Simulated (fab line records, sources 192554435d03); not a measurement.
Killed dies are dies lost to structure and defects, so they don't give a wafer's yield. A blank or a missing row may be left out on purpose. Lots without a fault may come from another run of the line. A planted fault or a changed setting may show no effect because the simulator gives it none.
fab line records | flow n5_finfet
record lots=10 wafers=30 last_day=18
route steps=1938 shown MOL_CONTACT_COAG@540 BEOL_M4@1111 PASSIVATION@1936
lots that met no fault: from a run of the same line without faults
start_h: hours from the record's first day to the start of the lot's first wafer shown | wait_h: hours since the lot's step before | " the same as in the row above | L1.1+2: a row that stands for several wafers | - no value, or no start given | * or withheld: withheld | < > ~ a bound
route shown NAME@n: a module of which the file shows steps, and the number in the route of the first | usual: mean/standard deviation of fault-free wafers | same: alike in all rows | chamber/n: place in a boat | sites: the reading at each site | _std_site: their standard deviation | _edge_site: outer sites' mean less inner sites' | radius_mm: how far each site lies from the wafer's centre | mask NAME#n: copy n | behind: the tool/chamber that last shaped the wafer | hold: why the lot was held/for how many hours/how that ended | device: the transistor (n, p or np) that didn't switch | end of line: the same wafers' tests at the end of the route | a step without rows: its recipe alone | killed: dies lost to structure and defects at the first sort, not the wafer's yield | map: a wafer's dies, x killed, . not, _ none there
set.NAME: the setting as run; set.NAME@STEP: as run at that earlier step | model.NAME: the simulator's own value behind a step, which no gauge read
steps of the route over a sample of lots; a table a step, a row a wafer
services: from which hour (start_h, from the record's first day; less than 0 if before it) a tool's chamber was out of use, for how many hours, and why
## steps
# step N5_MOL_CONTACT_COAG_CD_MEAS_99
# recipe target_cd_nm=17.2 polarity=opening
# usual cd_nm=17.3/0.31
# columns lot.wafer tool chamber start_h wait_h cd_nm
L444.1 cd_sem-03 - 120.51 - 17.3
L444.5 " - " " 17.6
L444.6 " - " " 17.3
L449.3 cd_sem-03 - 122.05 - 17.4
L449.4 " - " " 17.6
L449.6 " - " " 17.2
L452.1 cd_sem-01 - 137.55 - 16.9
L452.2 " - " " 16.9
L452.4 " - " " 16.9
L456.1 cd_sem-02 - 169.61 - 17.5
L456.3 " - " " 17.4
L456.6 " - " " 17.5
L457.1 cd_sem-01 - 173.05 - 17.0
L457.3 " - " " 17.1
L457.6 " - " " 17.5
L459.2 cd_sem-03 - 183.82 - 17.2
L459.3 " - " " 17.2
L459.4 " - " " 17.7
L461.3 cd_sem-02 - 194.88 - 17.8
L461.5 " - " " 17.7
L461.6 " - " " 17.8
L462.3 cd_sem-03 - 197.07 - 17.0
L462.4 " - " " 17.2
L462.6 " - " " 17.3
L466.2 cd_sem-02 - 220.95 - 17.1
L466.3 " - " " 17.1
L466.4 " - " " 17.0
L467.2 cd_sem-03 - 229.54 - 17.3
L467.4 " - " " 17.3
L467.5 " - " " 17.7
# step N5_MOL_CONTACT_COAG_IMPLANT_129
# recipe species=Ge energy_kev=3 dose_cm2=6e+14 tilt_deg=0 rotation_deg=0
# usual beam_energy_keV=3.0002/0.00097 beam_on_s=43.8/1.1
# columns lot.wafer tool chamber start_h wait_h beam_energy_keV beam_on_s
L444.1 implanter-02 0 120.54 0.0 3.0015 44.1
L444.5 " 0 " " 3.0001 44.3
L444.6 " 0 " " 3.0003 43.2
L449.3 implanter-01 0 122.15 0.1 3.0007 42.6
L449.4 " 0 " " 3.0010 41.7
L449.6 " 0 " " 3.0002 43.1
L452.1 implanter-02 0 137.58 0.0 3.0012 43.0
L452.2 " 0 " " 3.0001 44.3
L452.4 " 0 " " 3.0008 42.5
L456.1 implanter-02 0 169.64 0.0 2.9994 44.6
L456.3 " 0 " " 3.0000 45.3
L456.6 " 0 " " 3.0012 45.2
L457.1 implanter-01 0 173.09 0.0 2.9989 43.5
L457.3 " 0 " " 3.0008 43.2
L457.6 " 0 " " 3.0012 42.6
L459.2 implanter-02 0 183.88 0.1 2.9996 43.6
L459.3 " 0 " " 2.9987 43.8
L459.4 " 0 " " 2.9997 42.7
L461.3 implanter-02 - 194.97 0.1 - -
L461.5 " - " " - -
L461.6 " - " " - -
L462.3 implanter-02 - 197.16 0.1 - -
L462.4 " - " " - -
L462.6 " - " " - -
L466.2 implanter-01 0 221.01 0.1 2.9997 40.7
L466.3 " 0 " " 2.9995 44.1
L466.4 " 0 " " 3.0023 44.2
L467.2 implanter-02 0 229.60 0.1 2.9974 43.8
L467.4 " 0 " " 3.0003 44.6
L467.5 " 0 " " 3.0005 43.5
# step N5_MOL_CONTACT_COAG_SIL_ANNEAL_21
# recipe temp_c=550 time_s=60 ambient=N2
# usual lamp_power_pct=5.34/0.055 lamp_zone_7_pct=5.61/0.058 wafer_temp_C_max=552.2/0.57
# columns lot.wafer tool chamber start_h wait_h lamp_power_pct lamp_zone_7_pct wafer_temp_C_max
L444.1 rtp_anneal-01 0 122.84 0.2 5.28 5.54 552.6
L444.5 " 0 " " 5.27 5.55 552.5
L444.6 " 0 " " 5.28 5.55 552.9
L449.3 rtp_anneal-01 0 123.35 0.3 5.28 5.54 552.4
L449.4 " 0 " " 5.27 5.55 552.8
L449.6 " 0 " " 5.28 5.54 552.7
L452.1 rtp_anneal-02 0 138.56 0.2 5.39 5.66 551.3
L452.2 " 0 " " 5.38 5.66 551.2
L452.4 " 0 " " 5.40 5.67 551.6
L456.1 rtp_anneal-01 0 170.78 0.2 5.28 5.54 552.1
L456.3 " 0 " " 5.27 5.54 552.6
L456.6 " 0 " " 5.28 5.55 552.9
L457.1 rtp_anneal-02 0 174.02 0.2 5.39 5.66 551.8
L457.3 " 0 " " 5.39 5.67 551.8
L457.6 " 0 " " 5.39 5.67 551.9
L459.2 rtp_anneal-01 0 185.02 0.3 5.28 5.55 552.8
L459.3 " 0 " " 5.27 5.54 552.6
L459.4 " 0 " " 5.27 5.55 553.0
L461.3 rtp_anneal-02 0 196.54 0.3 5.38 5.66 551.6
L461.5 " 0 " " 5.38 5.67 552.9
L461.6 " 0 " " 5.39 5.67 552.1
L462.3 rtp_anneal-01 0 198.49 0.4 5.28 5.54 551.9
L462.4 " 0 " " 5.28 5.55 552.8
L462.6 " 0 " " 5.28 5.55 552.5
L466.2 rtp_anneal-01 0 223.68 0.4 5.28 5.55 553.0
L466.3 " 0 " " 5.27 5.54 551.7
L466.4 " 0 " " 5.27 5.54 552.2
L467.2 rtp_anneal-01 0 232.14 0.2 5.28 5.54 551.6
L467.4 " 0 " " 5.28 5.54 553.2
L467.5 " 0 " " 5.27 5.55 553.0
# step N5_MOL_CONTACT_COAG_PRE_CLEAN_141
# recipe gas=H2/He time_s=60 temp_c=300
# usual heater_power_w=448/40
# columns lot.wafer tool chamber start_h wait_h heater_power_w
L444.1 pvd_sputter-03 - 123.43 0.6 448
L444.5 " - " " 392
L444.6 " - " " 458
L449.3 pvd_sputter-01 - 123.81 0.4 448
L449.4 " - " " 425
L449.6 " - " " 462
L452.1 pvd_sputter-03 - 139.21 0.6 452
L452.2 " - " " 431
L452.4 " - " " 411
L456.1 pvd_sputter-01 - 171.00 0.2 441
L456.3 " - " " 456
L456.6 " - " " 429
L457.1 pvd_sputter-03 - 175.88 1.8 433
L457.3 " - " " 393
L457.6 " - " " 453
L459.2 pvd_sputter-01 - 186.43 1.4 462
L459.3 " - " " 462
L459.4 " - " " 427
L461.3 pvd_sputter-02 - 197.31 0.7 521
L461.5 " - " " 530
L461.6 " - " " 402
L462.3 pvd_sputter-01 - 198.65 0.1 438
L462.4 " - " " 447
L462.6 " - " " 447
L466.2 pvd_sputter-03 - 224.45 0.7 405
L466.3 " - " " 456
L466.4 " - " " 435
L467.2 pvd_sputter-03 - 235.01 2.8 391
L467.4 " - " " 471
L467.5 " - " " 443
# step N5_BEOL_M4_RC_MEAS_101
# usual DIBL_N=37.1/1.8 DIBL_P=37.2/2.1 IOFF_N=0.17/0.033 IOFF_P=0.22/0.037 ION_N=680/11 ION_P=464/7.7 RC_DENSE_N=19.0/0.47 RC_DENSE_P=23.7/0.53 RC_N=15.4/0.38 RC_P=19.3/0.43 REXT_N=75.2/1.9 REXT_P=100.9/2.7 SS_N=71.7/0.63 SS_P=73.6/0.67 VT_N=248.9/2.9 VT_P=-251/3.6
# columns lot.wafer tool chamber start_h wait_h DIBL_N[mV/V] DIBL_P[mV/V] IOFF_N[nA/um] IOFF_P[nA/um] ION_N[uA/um] ION_P[uA/um] RC_DENSE_N[ohm.um] RC_DENSE_P[ohm.um] RC_N[ohm.um] RC_P[ohm.um] REXT_N[ohm.um] REXT_P[ohm.um] SS_N[mV/dec] SS_P[mV/dec] VT_N[mV] VT_P[mV]
L444.1 prober-02 0 213.05 0.0 37.9 37.9 0.17 0.20 671 454 18.9 23.5 15.3 19.2 74.7 97.5 72.0 73.3 250.8 -250
L444.5 " 0 " " 38.6 38.6 0.19 0.22 677 459 18.8 23.4 15.3 18.9 74.8 96.6 72.0 73.4 247.7 -249
L444.6 " 0 " " 38.9 40.7 0.21 0.26 713 480 18.6 23.2 15.3 19.0 75.2 96.8 71.7 73.4 244.9 -249
L449.3 prober-02 0 216.44 0.3 37.3 37.8 0.18 0.23 690 467 18.7 23.4 15.3 19.2 74.7 100.0 71.9 74.0 246.8 -249
L449.4 " 0 " " 39.4 38.5 0.21 0.24 693 462 18.6 23.2 15.1 18.9 73.7 100.7 72.3 74.5 245.6 -248
L449.6 " 0 " " 37.5 36.9 0.18 0.22 689 468 18.5 22.8 15.1 18.9 73.4 100.1 71.6 73.8 246.4 -249
L452.1 prober-01 0 219.82 0.0 37.7 37.9 0.15 0.19 665 458 19.5 24.3 15.9 19.8 76.2 99.6 71.3 74.0 251.8 -255
L452.2 " 0 " " 37.6 37.6 0.16 0.18 673 454 18.8 23.3 15.2 19.0 74.8 100.0 71.9 72.9 252.4 -257
L452.4 " 0 " " 34.5 35.4 0.11 0.15 655 452 19.8 24.5 15.9 20.1 77.9 98.9 70.6 73.1 255.9 -258
L456.1 prober-02 0 259.07 0.0 39.2 40.1 0.20 0.23 673 452 18.9 24.0 15.6 19.7 77.0 103.7 72.7 74.4 249.5 -252
L456.3 " 0 " " 37.0 38.1 0.16 0.19 679 458 18.8 23.7 15.3 19.4 76.7 104.7 71.3 74.2 249.1 -253
L456.6 " 0 " " 38.2 39.8 0.20 0.23 686 465 18.9 23.7 15.4 19.4 76.5 102.1 72.0 74.5 248.2 -250
L459.2 prober-02 0 281.90 0.2 38.3 39.1 0.20 0.21 682 458 19.0 23.7 15.4 19.2 73.3 101.3 72.4 73.3 247.9 -251
L459.3 " 0 " " 40.4 40.5 0.23 0.25 686 463 19.7 24.6 16.0 19.8 74.5 102.2 72.7 74.5 246.6 -248
L459.4 " 0 " " 36.9 39.4 0.18 0.22 683 467 18.9 23.5 15.4 19.2 74.9 99.9 71.5 73.8 246.6 -250
L457.1 prober-02 0 283.62 0.0 38.4 37.8 0.18 0.22 676 461 20.0 24.1 16.1 19.9 78.9 99.7 70.8 73.7 247.8 -251
L457.3 " 0 " " 40.1 40.3 0.21 0.27 688 474 18.7 23.1 15.2 18.7 77.4 96.8 71.5 74.3 247.0 -247
L457.6 " 0 " " 35.5 35.3 0.12 0.19 671 467 19.2 23.5 15.6 19.1 79.5 97.9 70.7 73.8 252.9 -252
L461.3 prober-01 0 286.01 0.3 36.6 36.0 0.15 0.20 652 449 37.1 47.2 30.5 38.9 87.2 118.1 71.4 73.1 251.9 -249
L461.5 " 0 " " 35.4 34.3 0.13 0.18 666 459 38.4 48.8 31.2 40.0 86.9 119.1 71.3 73.1 251.6 -252
L461.6 " 0 " " 39.7 38.6 0.21 0.24 651 443 38.3 48.8 31.4 39.9 88.3 120.1 72.8 73.6 248.7 -250
L462.3 prober-01 0 286.94 0.6 33.3 35.1 0.13 0.18 653 448 39.6 50.1 33.0 40.6 91.4 119.3 70.6 73.1 252.0 -251
L462.6 " 0 " " 34.8 38.0 0.15 0.23 656 458 40.5 50.0 32.7 40.8 94.0 118.6 71.7 74.3 249.5 -248
L466.2 prober-02 0 322.86 0.2 39.5 39.0 0.18 0.24 664 463 19.1 24.3 15.6 20.0 75.6 100.9 71.9 73.9 249.3 -248
L466.3 " 0 " " 40.7 38.9 0.21 0.24 678 461 19.3 24.7 15.7 19.9 75.5 101.4 73.2 74.5 247.9 -247
L466.4 " 0 " " 37.4 35.8 0.16 0.20 680 461 18.2 23.1 14.9 19.0 74.5 99.5 71.3 73.8 250.8 -250
L467.2 prober-02 0 325.78 0.2 40.8 40.8 0.27 0.34 703 477 18.8 23.6 15.3 19.5 74.6 101.6 73.1 74.0 242.1 -241
L467.4 " 0 " " 35.2 34.0 0.13 0.20 677 463 18.6 23.4 15.2 18.8 74.9 100.7 72.0 72.0 251.3 -248
L467.5 " 0 " " 37.1 36.9 0.18 0.25 679 467 18.1 22.5 14.6 18.4 74.2 100.5 71.7 73.6 248.0 -244
# step N5_PASSIVATION_PROBE_49
# usual defect_limited_yield=91.7/1.5 killed_at_M0_to_M3=32/10 killed_at_M4_up=14/5.3 killed_at_contacts=13/5.7 killed_at_front_end=37/10 killed_at_other=3.3/2.5 killed_dies=98/18 killed_open=65/13 killed_short=31/7.5 sort_bin_5_function=4.9/0.91 sort_bin_6_memory=3.1/0.71 sort_bin_8_speed=0.00/0.017 sort_n_pass=1082/18 sort_yield_pct=91.7/1.5
# same gross_dies=1180 killed_at_back_side=0 sort_bin_4_leakage[%]=0
# columns lot.wafer tool chamber start_h wait_h defect_limited_yield[%] killed_at_M0_to_M3 killed_at_M4_up killed_at_contacts killed_at_front_end killed_at_other killed_dies killed_open killed_short sort_bin_5_function[%] sort_bin_6_memory[%] sort_bin_8_speed[%] sort_n_pass sort_yield_pct[%]
L449.3 prober-01 - 316.77 0.1 91.9 29 8 12 43 4 96 68 27 4.2 3.5 0 1084 91.9
L449.4 prober-01 - 316.82 0.2 93.2 31 13 13 22 1 80 51 25 4.1 2.3 0 1100 93.2
L449.6 prober-01 - 316.92 0.3 91.8 29 21 18 24 5 97 72 24 5.2 3.0 0 1083 91.8
L456.1 prober-02 - 360.48 0.0 88.8 39 16 22 51 4 132 79 46 6.4 3.7 0 1048 88.8
L456.3 prober-02 - 360.58 0.1 90.4 38 15 14 45 1 113 76 32 5.8 3.4 0 1067 90.4
L456.6 prober-02 - 360.73 0.3 91.8 37 14 19 24 3 97 66 29 4.8 3.2 0 1083 91.8
L457.1 prober-02 - 377.27 0.0 91.4 36 12 12 36 6 102 70 32 5.0 3.6 0 1078 91.4
L457.3 prober-02 - 377.37 0.1 89.3 51 12 23 39 1 126 82 44 5.8 4.3 0 1054 89.3
L457.6 prober-02 - 377.52 0.3 91.4 48 9 8 34 3 102 65 37 5.7 2.9 0 1078 91.4
L459.2 prober-01 - 386.60 0.1 91.1 47 18 6 32 2 105 63 40 4.2 4.3 0 1075 91.1
L459.3 prober-01 - 386.65 0.1 91.1 45 14 9 32 5 105 64 36 5.9 2.5 0 1075 91.1
L459.4 prober-01 - 386.70 0.2 94.6 23 13 4 22 2 64 40 20 2.7 2.4 0 1116 94.6
L461.3 prober-02 - 394.37 0.1 91.8 50 3 8 34 2 97 60 37 5.2 2.9 0 1083 91.8
L461.5 prober-02 - 394.47 0.2 91.1 37 20 13 29 6 105 61 38 4.8 3.7 0 1075 91.1
L461.6 prober-02 - 394.52 0.3 91.0 37 9 9 50 1 106 75 31 5.5 3.2 0 1074 91.0
L462.6 prober-02 - 399.22 0.3 91.9 32 11 12 38 2 95 66 29 4.7 3.4 0 1085 91.9
L467.2 prober-01 - 432.68 0.1 94.7 17 17 7 22 0 63 44 19 3.5 1.8 0 1117 94.7
L467.4 prober-01 - 432.78 0.2 92.9 22 13 18 28 3 84 64 19 4.3 2.5 0 1096 92.9
L467.5 prober-01 - 432.83 0.2 92.4 29 25 14 21 1 90 53 37 4.7 2.8 0 1090 92.4
# killed by level:class
L449.3 FIN_SAQP:geometric_particle:open=13 MOL_CONTACT_COAG:geometric_particle:open=11 BEOL_M1:geometric_particle:open=10 STI_FIN_REVEAL:geometric_particle:open=8 FIN_SAQP:geometric_particle:short=7 DUMMY_GATE:geometric_particle:open=7 BEOL_M0_SAQP:geometric_particle:open=4 BEOL_M7:geometric_particle:open=4
L449.4 MOL_CONTACT_COAG:geometric_particle:open=11 BEOL_M2:geometric_particle:open=8 FIN_SAQP:geometric_particle:short=6 BEOL_M1:geometric_particle:open=6 BEOL_M0_SAQP:geometric_particle:short=4 BEOL_M2:geometric_particle:short=4 FIN_SAQP:geometric_particle:open=3 DUMMY_GATE:geometric_particle:open=3
L449.6 BEOL_M2:geometric_particle:open=19 BEOL_M4:geometric_particle:open=10 MOL_CONTACT_COAG:geometric_particle:short=9 MOL_CONTACT_COAG:geometric_particle:open=9 FIN_SAQP:geometric_particle:open=7 BEOL_M1:geometric_particle:open=5 BEOL_M5:geometric_particle:open=4 BEOL_M3:geometric_particle:open=3
L456.1 FIN_SAQP:geometric_particle:open=15 MOL_CONTACT_COAG:geometric_particle:open=13 MOL_CONTACT_COAG:geometric_particle:short=9 FIN_SAQP:geometric_particle:short=8 BEOL_M0_SAQP:geometric_particle:short=8 BEOL_M1:geometric_particle:open=7 BEOL_M0_SAQP:geometric_particle:open=5 BEOL_M0:geometric_particle:open=4
L456.3 BEOL_M1:geometric_particle:open=14 FIN_SAQP:geometric_particle:open=12 MOL_CONTACT_COAG:geometric_particle:open=12 BEOL_M0_SAQP:geometric_particle:short=7 BEOL_M4:geometric_particle:open=7 DUMMY_GATE:geometric_particle:open=6 BEOL_M0_SAQP:geometric_particle:open=5 BEOL_M1:geometric_particle:short=5
L456.6 MOL_CONTACT_COAG:geometric_particle:open=15 BEOL_M0_SAQP:geometric_particle:open=11 BEOL_M1:geometric_particle:open=10 FIN_SAQP:geometric_particle:open=7 BEOL_M0_SAQP:geometric_particle:short=7 FIN_SAQP:geometric_particle:short=5 BEOL_M4:geometric_particle:open=5 STI_FIN_REVEAL:geometric_particle:open=4
L457.1 FIN_SAQP:geometric_particle:short=11 MOL_CONTACT_COAG:geometric_particle:open=10 BEOL_M2:geometric_particle:open=8 FIN_SAQP:geometric_particle:open=7 BEOL_M3:geometric_particle:open=7 BEOL_M0_SAQP:geometric_particle:short=7 BEOL_M0_SAQP:geometric_particle:open=6 STI_FIN_REVEAL:geometric_particle:open=4
L457.3 MOL_CONTACT_COAG:geometric_particle:open=20 BEOL_M0_SAQP:geometric_particle:open=15 BEOL_M0_SAQP:geometric_particle:short=15 FIN_SAQP:geometric_particle:short=10 FIN_SAQP:geometric_particle:open=9 BEOL_M2:geometric_particle:open=8 ILD0:geometric_particle:open=5 BEOL_M1:geometric_particle:open=5
L457.6 BEOL_M2:geometric_particle:open=13 FIN_SAQP:geometric_particle:open=12 BEOL_M0_SAQP:geometric_particle:short=9 FIN_SAQP:geometric_particle:short=7 BEOL_M3:geometric_particle:open=7 MOL_CONTACT_COAG:geometric_particle:open=6 BEOL_M1:geometric_particle:open=6 BEOL_M0_SAQP:geometric_particle:open=5
L459.2 BEOL_M0_SAQP:geometric_particle:short=16 BEOL_M0_SAQP:geometric_particle:open=11 BEOL_M1:geometric_particle:open=6 BEOL_M3:geometric_particle:open=6 BEOL_M8:geometric_particle:open=6 FIN_SAQP:geometric_particle:open=5 MOL_CONTACT_COAG:geometric_particle:open=5 FIN_SAQP:geometric_particle:short=4
L459.3 BEOL_M2:geometric_particle:open=12 BEOL_M0_SAQP:geometric_particle:short=8 MOL_CONTACT_COAG:geometric_particle:open=8 FIN_SAQP:geometric_particle:short=7 DUMMY_GATE:geometric_particle:open=6 BEOL_M0_SAQP:geometric_particle:open=6 BEOL_M1:geometric_particle:open=5 GATE_CUT:geometric_particle:short=4
L459.4 FIN_SAQP:geometric_particle:open=5 BEOL_M0_SAQP:geometric_particle:open=5 FIN_SAQP:geometric_particle:short=4 MOL_CONTACT_COAG:geometric_particle:open=4 BEOL_M0_SAQP:geometric_particle:short=4 BEOL_M1:geometric_particle:open=3 BEOL_M2:geometric_particle:open=3 BEOL_M4:geometric_particle:open=3
L461.3 BEOL_M1:geometric_particle:open=13 BEOL_M3:geometric_particle:open=11 GATE_CUT:geometric_particle:short=7 MOL_CONTACT_COAG:geometric_particle:open=7 FIN_SAQP:geometric_particle:open=5 STI_FIN_REVEAL:geometric_particle:open=5 BEOL_M0_SAQP:geometric_particle:short=5 BEOL_M0_SAQP:geometric_particle:open=5
L461.5 BEOL_M0_SAQP:geometric_particle:short=11 MOL_CONTACT_COAG:geometric_particle:open=10 BEOL_M0_SAQP:geometric_particle:open=9 BEOL_M1:geometric_particle:open=6 BEOL_M5:geometric_particle:open=6 DUMMY_GATE:geometric_particle:open=5 GATE_CUT:geometric_particle:short=5 BEOL_M4:geometric_particle:open=5
L461.6 STI_FIN_REVEAL:geometric_particle:open=15 FIN_SAQP:geometric_particle:open=12 FIN_SAQP:geometric_particle:short=9 BEOL_M1:geometric_particle:open=7 BEOL_M2:geometric_particle:open=7 MOL_CONTACT_COAG:geometric_particle:open=6 BEOL_M0_SAQP:geometric_particle:short=6 BEOL_M3:geometric_particle:open=6
L462.6 STI_FIN_REVEAL:geometric_particle:open=16 BEOL_M2:geometric_particle:open=10 MOL_CONTACT_COAG:geometric_particle:open=9 BEOL_M0_SAQP:geometric_particle:open=7 BEOL_M4:geometric_particle:open=7 BEOL_M0_SAQP:geometric_particle:short=5 GATE_CUT:geometric_particle:short=4 BEOL_M1:geometric_particle:open=4
L467.2 BEOL_M4:geometric_particle:open=13 ILD0:geometric_particle:short=5 MOL_CONTACT_COAG:geometric_particle:open=5 BEOL_M3:geometric_particle:open=5 ILD0:geometric_particle:open=4 BEOL_M0_SAQP:geometric_particle:short=4 STI_FIN_REVEAL:geometric_particle:open=3 DUMMY_GATE:geometric_particle:open=3
L467.4 MOL_CONTACT_COAG:geometric_particle:open=16 BEOL_M1:geometric_particle:open=8 BEOL_M2:geometric_particle:open=6 BEOL_M4:geometric_particle:open=5 STI_FIN_REVEAL:geometric_particle:open=4 DUMMY_GATE:geometric_particle:open=4 GATE_CUT:geometric_particle:short=4 BEOL_M0_SAQP:geometric_particle:open=4
L467.5 BEOL_M4:geometric_particle:open=15 BEOL_M0_SAQP:geometric_particle:short=9 MOL_CONTACT_COAG:geometric_particle:open=8 FIN_SAQP:geometric_particle:short=7 MOL_CONTACT_COAG:geometric_particle:short=6 BEOL_M2:geometric_particle:open=5 BEOL_M3:geometric_particle:open=5 ILD0:geometric_particle:short=4
## services
# columns tool chamber start_h hours kind
implanter-02 - 107.91 2.7 repair
pvd_sputter-02 - 134.88 1.1 repair
implanter-02 - 198.72 17.3 pm
implanter-02 - 233.03 4.0 pm
## key
first_sign step=N5_MOL_CONTACT_COAG_IMPLANT_129 reading=tool_record direction=missing
effect step=N5_BEOL_M4_RC_MEAS_101 reading=RC_P direction=up sigmas=49 usual=19.3 struck=40.1
effect step=N5_BEOL_M4_RC_MEAS_101 reading=RC_DENSE_P direction=up sigmas=48 usual=23.7 struck=49.0
effect step=N5_BEOL_M4_RC_MEAS_101 reading=RC_N direction=up sigmas=42 usual=15.4 struck=31.8
effect step=N5_BEOL_M4_RC_MEAS_101 reading=RC_DENSE_N direction=up sigmas=42 usual=19.0 struck=38.8
effect step=N5_BEOL_M4_RC_MEAS_101 reading=REXT_N direction=up sigmas=7.8 usual=75.2 struck=89.6
effect step=N5_BEOL_M4_RC_MEAS_101 reading=REXT_P direction=up sigmas=6.8 usual=100.9 struck=119.0
effect step=N5_BEOL_M4_RC_MEAS_101 reading=ION_N direction=down sigmas=2.1 usual=680 struck=656
effect step=N5_BEOL_M4_RC_MEAS_101 reading=ION_P direction=down sigmas=1.6 usual=464 struck=452
met_at N5_MOL_CONTACT_COAG_IMPLANT_129
struck_lots L461,L462
rows_end L462.3,L462.4
not_acting_at N5_MOL_CONTACT_COAG_CD_MEAS_99,N5_MOL_CONTACT_COAG_SIL_ANNEAL_21,N5_MOL_CONTACT_COAG_PRE_CLEAN_141
onset_between 183.88 194.97
fault kind=skipped_step_whole tool=implanter-02 chamber=- onset_h=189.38 steps=N5_MOL_CONTACT_COAG_IMPLANT_129 scope=struck_lots_only
# rows_end: these wafers met a further fault down the route, and their rows from its step on are left out
